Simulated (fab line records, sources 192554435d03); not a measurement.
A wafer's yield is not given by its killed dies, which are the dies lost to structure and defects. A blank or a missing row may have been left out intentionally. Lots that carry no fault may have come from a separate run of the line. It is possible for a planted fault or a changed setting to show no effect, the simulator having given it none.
The tool behind it: which one? -- flow n5_finfet -- 9 lots, 27 wafers sampled, at 5 steps of a route of 1938

## WHAT THE GAUGES SHOWED, per wafer
N5_BEOL_M4_CD_MEAS_28: target cd 26.2 nm, target cd y 24.1 nm. Usual: 26.25 nm for cd_nm, sd 0.24.
lot,measured,on,cd_nm (nm),flag
L257,day 8 06:16,cd_sem-01,26.44 26.37 26.36,
L260,day 8 22:42,cd_sem-02,26.33 25.90 26.10,
L261,day 9 03:25,cd_sem-01,26.36 26.25 26.34,
L266,day 10 13:43,cd_sem-02,26.48 26.27 26.40,
L268,day 11 00:31,cd_sem-03,26.15 25.91 26.34,
L269,day 11 03:06,cd_sem-01,26.58 26.77 26.62,
L275,day 13 01:20,cd_sem-03,26.20 26.11 25.90,
L277,day 13 02:59,cd_sem-02,26.51 26.23 25.97,
L276,day 13 10:05,cd_sem-03,26.27 26.18 26.39,

N5_BEOL_M4_RC_MEAS_101. Usual: DIBL_N 36.7 mV/V, standard deviation 2.4; DIBL_P 37.4 mV/V, standard deviation 2.9; IOFF_N 0.18 nA/um, standard deviation 0.05; IOFF_P 0.23 nA/um, standard deviation 0.058; ION_N 683 uA/um, standard deviation 16; ION_P 467 uA/um, standard deviation 11; SS_N 71.7 mV/dec, standard deviation 0.77; SS_P 73.5 mV/dec, standard deviation 0.87; VT_N 249 mV, standard deviation 4.3; VT_P -250 mV, standard deviation 4.4.
lot,measured,on,DIBL_N (mV/V),DIBL_P (mV/V),IOFF_N (nA/um),IOFF_P (nA/um),ION_N (uA/um),ION_P (uA/um),SS_N (mV/dec),SS_P (mV/dec),VT_N (mV),VT_P (mV),flag
L257,day 8 13:13,prober-02,44.2 35.3 38.9,45.7 36.6 40.1,0.35 0.15 0.20,0.40 0.23 0.28,696 685 669,473 471 463,73.9 71.3 72.6,76.2 73.1 73.9,242 251 247,-242 -250 -247,
L260,day 9 09:02,prober-01,36.1 37.2 36.5,36.6 36.7 36.5,0.17 0.17 0.17,0.26 0.24 0.24,687 664 688,481 454 474,71.3 72.0 71.9,73.1 73.6 73.3,246 249 249,-246 -246 -248,
L261,day 9 10:56,prober-02,32.5 34.6 34.8,34.2 35.3 36.9,0.14 0.14 0.16,0.19 0.19 0.23,686 671 694,485 463 486,69.9 71.3 70.7,72.6 73.1 73.0,249 252 247,-249 -250 -247,
L266,day 10 19:13,prober-02,34.1 34.8 35.5,33.5 34.8 36.5,0.12 0.13 0.16,0.18 0.19 0.23,677 684 711,468 477 484,69.9 71.2 70.5,72.7 73.0 73.3,252 252 246,-252 -249 -246,
L268,day 11 11:25,prober-02,40.2 36.4 40.9,40.8 36.5 42.7,0.23 0.16 0.29,0.29 0.22 0.33,690 691 711,473 476 480,73.1 71.3 72.8,74.3 72.9 74.5,243 247 238,-246 -249 -242,
L269,day 11 11:47,prober-01,35.1 35.5 36.0,35.5 35.2 37.2,0.17 0.16 0.18,0.21 0.20 0.22,667 662 672,459 451 461,71.8 71.6 72.4,73.4 72.3 73.4,250 251 250,-249 -251 -250,
L275,day 13 07:21,prober-01,35.4 38.2 33.6,36.6 38.8 34.3,0.16 0.25 0.14,0.17 0.22 0.14,683 703 693,459 463 455,71.9 72.9 71.1,72.5 73.6 72.7,251 242 249,-256 -252 -259,
L277,day 13 12:54,prober-02,36.6 37.9 37.5,38.0 38.7 39.5,0.18 0.18 0.22,0.20 0.21 0.24,698 673 697,473 456 466,71.7 71.9 72.2,73.0 73.6 73.6,247 249 243,-252 -252 -249,
L276,day 13 16:04,prober-02,37.8 34.3 33.2,37.7 34.0 33.0,0.18 0.11 0.10,0.20 0.15 0.14,684 670 668,457 468 462,71.9 71.0 70.1,74.1 72.7 72.2,248 254 257,-254 -258 -260,

## TOOL THAT RAN EACH LOT (tool first, then ch and the chambers of the sampled wafers, then the start)
lot,N5_BEOL_M4_DESCUM_16,N5_BEOL_M4_ETCH_63,N5_BEOL_M4_COAT_68
L257,"rie_diel-01 ch 2,3, day 8 05:22","rie_diel-01 ch 2,3, day 8 05:26","litho_track-04 ch 0, day 8 05:52"
L260,"rie_diel-03 ch 2,3, day 8 21:56","rie_diel-03 ch 2,3, day 8 22:00","litho_track-05 ch 0, day 8 22:25"
L261,"rie_diel-01 ch 0,1, day 9 02:32","rie_diel-01 ch 0,1, day 9 02:35","litho_track-05 ch 0, day 9 03:08"
L266,"rie_diel-03 ch 0,2,3, day 10 12:36","rie_diel-03 ch 0,2,3, day 10 12:39","litho_track-05 ch 0, day 10 13:26"
L268,"rie_diel-03 ch 0,3, day 10 23:38","rie_diel-03 ch 0,3, day 10 23:41","litho_track-02 ch 0, day 11 00:12"
L269,"rie_diel-01 ch 0,1,2, day 11 02:14","rie_diel-01 ch 0,1,2, day 11 02:17","litho_track-02 ch 0, day 11 02:49"
L275,"rie_diel-04 ch 0,1,3, day 13 00:35","rie_diel-04 ch 0,1,3, day 13 00:38","litho_track-04 ch 0, day 13 01:04"
L277,"rie_diel-01 ch 0,2,3, day 13 02:07","rie_diel-01 ch 0,2,3, day 13 02:10","litho_track-02 ch 0, day 13 02:35"
L276,"rie_diel-04 ch 0,1, day 13 09:17","rie_diel-04 ch 0,1, day 13 09:20","litho_track-05 ch 0, day 13 09:49"
- N5_BEOL_M4_DESCUM_16: chemistry O2, time 7 s.
- N5_BEOL_M4_ETCH_63: etches SiARC in CF4, target depth 15.6 nm, time 26 s.
- N5_BEOL_M4_COAT_68: time 60 s, resist thk 12 nm.

## AS READ BY THE TOOLS THEMSELVES (means over the sampled wafers that have a number; for cases with no such wafer, the mark the record gives instead)
N5_BEOL_M4_DESCUM_16. Usual: value, then standard deviation, for each; bias_power_w 20.01 W / 0.064; drypump_motor_current_A 5.7 A / 0.48; oes_product_au 0.78 a.u. / 0.086; rf_fwd_power_W 49.40 W / 0.25; rf_vpp_V 243.6 V / 1.6; showerhead_plenum_p_Torr 2.12 Torr / 0.082; throttle_valve_pct 20.42 % / 0.21.
lot,tool,bias_power_w (W),drypump_motor_current_A (A),oes_product_au (a.u.),rf_fwd_power_W (W),rf_vpp_V (V),showerhead_plenum_p_Torr (Torr),throttle_valve_pct (%),flag
L257,rie_diel-01,20.05,5.2,0.89,49.75,244.2,2.19,20.35,
L260,rie_diel-03,19.98,5.9,0.74,49.17,242.6,2.04,20.44,
L261,rie_diel-01,19.93,6.2,0.79,49.52,241.6,2.11,20.47,
L266,rie_diel-03,20.04,6.0,0.71,49.20,243.4,2.09,20.62,
L268,rie_diel-03,19.99,5.8,0.67,49.00,243.6,2.13,20.73,
L269,rie_diel-01,19.96,5.8,0.80,49.51,244.1,2.12,20.48,
L275,rie_diel-04,19.99,5.5,0.81,49.64,243.3,2.08,20.42,
L277,rie_diel-01,20.02,5.7,0.78,49.58,244.0,2.15,20.44,
L276,rie_diel-04,20.01,5.7,0.86,49.51,242.7,2.10,20.36,

N5_BEOL_M4_ETCH_63. Usual: drypump_motor_current_A 5.7 A, standard deviation 0.48; etch_rf_on_time_s 25.8 s, standard deviation 0.78; mfc_ar_sccm 100.0 sccm, standard deviation 0.33; oes_product_au 0.66 a.u., standard deviation 0.075; rf_fwd_power_W 532.5 W, standard deviation 2.3; rf_vpp_V 184.4 V, standard deviation 1.3; showerhead_plenum_p_Torr 2.18 Torr, standard deviation 0.088; throttle_valve_pct 15.67 %, standard deviation 0.22.
lot,tool,drypump_motor_current_A (A),etch_rf_on_time_s (s),mfc_ar_sccm (sccm),oes_product_au (a.u.),rf_fwd_power_W (W),rf_vpp_V (V),showerhead_plenum_p_Torr (Torr),throttle_valve_pct (%),flag
L257,rie_diel-01,5.2,25.9,100.0,0.76,534.1,186.0,2.26,15.63,
L260,rie_diel-03,5.9,25.6,99.8,0.64,533.4,183.8,2.11,15.79,
L261,rie_diel-01,6.2,25.9,100.2,0.67,533.3,184.9,2.13,15.48,
L266,rie_diel-03,6.0,26.2,99.8,0.61,531.1,184.7,2.16,15.93,
L268,rie_diel-03,5.8,26.9,100.0,0.57,531.4,184.3,2.21,16.14,
L269,rie_diel-01,5.8,26.2,100.0,0.68,531.4,184.6,2.16,15.60,
L275,rie_diel-04,5.5,26.0,100.3,0.69,534.0,183.7,2.14,15.64,
L277,rie_diel-01,5.7,26.0,99.9,0.67,534.0,184.1,2.21,15.65,
L276,rie_diel-04,5.7,26.0,100.2,0.73,530.0,183.9,2.15,15.50,

N5_BEOL_M4_COAT_68. Usual: 1500.0 rpm for spin_speed_rpm, sd 0.92.
lot,tool,spin_speed_rpm (rpm),flag
L257,litho_track-04,1499.7,
L260,litho_track-05,1500.2,
L261,litho_track-05,1288.2,OFF
L266,litho_track-05,1287.2,OFF
L268,litho_track-02,1500.2,
L269,litho_track-02,1499.4,
L275,litho_track-04,1500.1,
L277,litho_track-02,1500.4,
L276,litho_track-05,1500.4,

## THE ANSWER, worked out from the rows above alone
Rule: lot off if the mean of its wafers having a number is beyond 3 standard deviations from the usual mean. A lot without any number at a reading at which 4 lots or more have one is off too. The other lots that the step has rows for count as sound. After the gauges, taken in route order, come the tools' own readings; for these a lot's mean is taken, as printed above. At the first step where some lot is off, the reading lying furthest off is the one used; lots without a number count as furthest.
Off: L261, L266 (N5_BEOL_M4_COAT_68, spin_speed_rpm).
If a tool, at that step or one of the process steps before it, ran each lot that is off and ran no sound lot following the first of them, it fits. No candidate that was tried fits.

## WHAT WAS PUT IN BY THE SIMULATOR
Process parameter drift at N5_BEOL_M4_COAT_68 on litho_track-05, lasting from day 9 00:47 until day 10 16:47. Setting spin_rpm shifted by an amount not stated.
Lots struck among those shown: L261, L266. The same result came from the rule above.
